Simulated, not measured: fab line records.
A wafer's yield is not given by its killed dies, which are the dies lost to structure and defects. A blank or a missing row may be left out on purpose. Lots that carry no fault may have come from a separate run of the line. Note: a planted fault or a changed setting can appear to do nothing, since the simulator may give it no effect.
Matching of chambers + flow n5-finfet + 4 sister chambers for N5_BEOL_M0_SAQP_MANDREL_ETCH_103 on rie-si-02
The step etches a-Si in HBr/Cl2, stops on SiCN, target depth 45 nm, bt time 10 s, time 27 s. 4 wafers are shown with their chamber, then 8 later ones without.

EACH WAFER AND ITS CHAMBER
| wafer  | chamber | oes-product-au (a.u.) |
|--------|---------|-----------------------|
| L079.1 | 0       | 0.675                 |
| L079.6 | 2       | 0.660                 |
| L080.3 | 3       | 0.674                 |
| L086.1 | 1       | 0.678                 |

WAFERS WITH NO CHAMBER GIVEN
| wafer  | oes-product-au (a.u.) |
|--------|-----------------------|
| L086.3 | 0.659                 |
| L086.4 | 0.695                 |
| L091.2 | 0.670                 |
| L091.3 | 0.682                 |
| L091.4 | 0.681                 |
| L093.2 | 0.692                 |
| L093.4 | 0.676                 |
| L093.5 | 0.692                 |

WHICH CHAMBER EACH WENT THROUGH
| wafer  | from the rows above               | in truth |
|--------|-----------------------------------|----------|
| L086.3 | can't be placed: 2 or 3 or 0 or 1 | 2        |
| L086.4 | can't be placed: 1 or 0 or 3 or 2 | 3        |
| L091.2 | can't be placed: 3 or 0 or 1 or 2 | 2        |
| L091.3 | can't be placed: 1 or 0 or 3 or 2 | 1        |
| L091.4 | can't be placed: 1 or 0 or 3 or 2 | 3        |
| L093.2 | can't be placed: 1 or 0 or 3 or 2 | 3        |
| L093.4 | can't be placed: 0 or 1 or 3 or 2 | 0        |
| L093.5 | can't be placed: 1 or 0 or 3 or 2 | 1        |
Correct placement for 0 of the 8. Not placeable from these rows: 8 (in 8, the candidates include the true chamber). Wrongly placed: 0.
How it was worked out, from the rows above alone: a wafer's distance from a chamber is the root of the sum, over the readings, of the square of ((its reading less the chamber's mean) divided by the reading's scatter). If the next closest chamber is less than 2 further off than the closest, the wafer can't be placed; otherwise it belongs to the closest. A chamber's mean is the mean of its shown wafers. The scatter: root of mean squared gap, hidden wafer to nearest shown wafer, with one shown wafer a chamber.
